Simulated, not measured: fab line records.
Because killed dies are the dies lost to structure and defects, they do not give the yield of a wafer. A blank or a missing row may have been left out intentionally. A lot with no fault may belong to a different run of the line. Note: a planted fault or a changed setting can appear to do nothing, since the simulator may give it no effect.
Chamber matching	flow n5_finfet	rie_si-05 running N5_FIN_SAQP_MANDREL2_REMOVE_60: 4 sister chambers
The step chemistry HBr/Cl2/O2, target a-Si, stops on SiNx, bt time 10 s. 8 wafers are shown with their chamber, then 9 later ones without.

== WAFERS WITH THEIR CHAMBER ==
wafer	chamber	oes_product_au (a.u.)
L087.1	0	1.016
L087.5	1	1.009
L089.2	3	0.981
L089.3	2	1.009
L089.5	2	1.018
L090.4	3	0.982
L090.5	0	1.017
L090.6	1	1.000

== WAFERS MISSING THEIR CHAMBER ==
wafer	oes_product_au (a.u.)
L091.2	1.005
L091.4	1.011
L091.6	1.009
L092.3	1.019
L092.4	1.010
L092.5	1.008
L093.1	1.000
L093.2	0.985
L093.6	1.012

== WHICH CHAMBER EACH WENT THROUGH ==
wafer	from the rows above	in truth
L091.2	can't be placed: 1 or 2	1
L091.4	can't be placed: 2 or 0 or 1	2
L091.6	can't be placed: 1 or 2 or 0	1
L092.3	can't be placed: 0 or 2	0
L092.4	can't be placed: 2 or 1 or 0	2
L092.5	can't be placed: 1 or 2 or 0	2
L093.1	can't be placed: 1 or 2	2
L093.2	3	3
L093.6	can't be placed: 2 or 0 or 1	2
Correctly placed: 1 of 9. Not placeable from these rows: 8 (in 8, the candidates include the true chamber). Placed wrongly: 0.
How it was worked out, from the rows above alone: a wafer's distance from a chamber is the root of the sum, over the readings, of the square of ((its reading less the chamber's mean) divided by the reading's scatter). If the next closest chamber is less than 2 further off than the closest, the wafer can't be placed; otherwise it belongs to the closest. For every chamber, the mean is computed from those of its wafers that are shown. The scatter: the root of (the sum of the squares of (reading less its chamber's mean) over the shown wafers, divided by (wafers less chambers)).
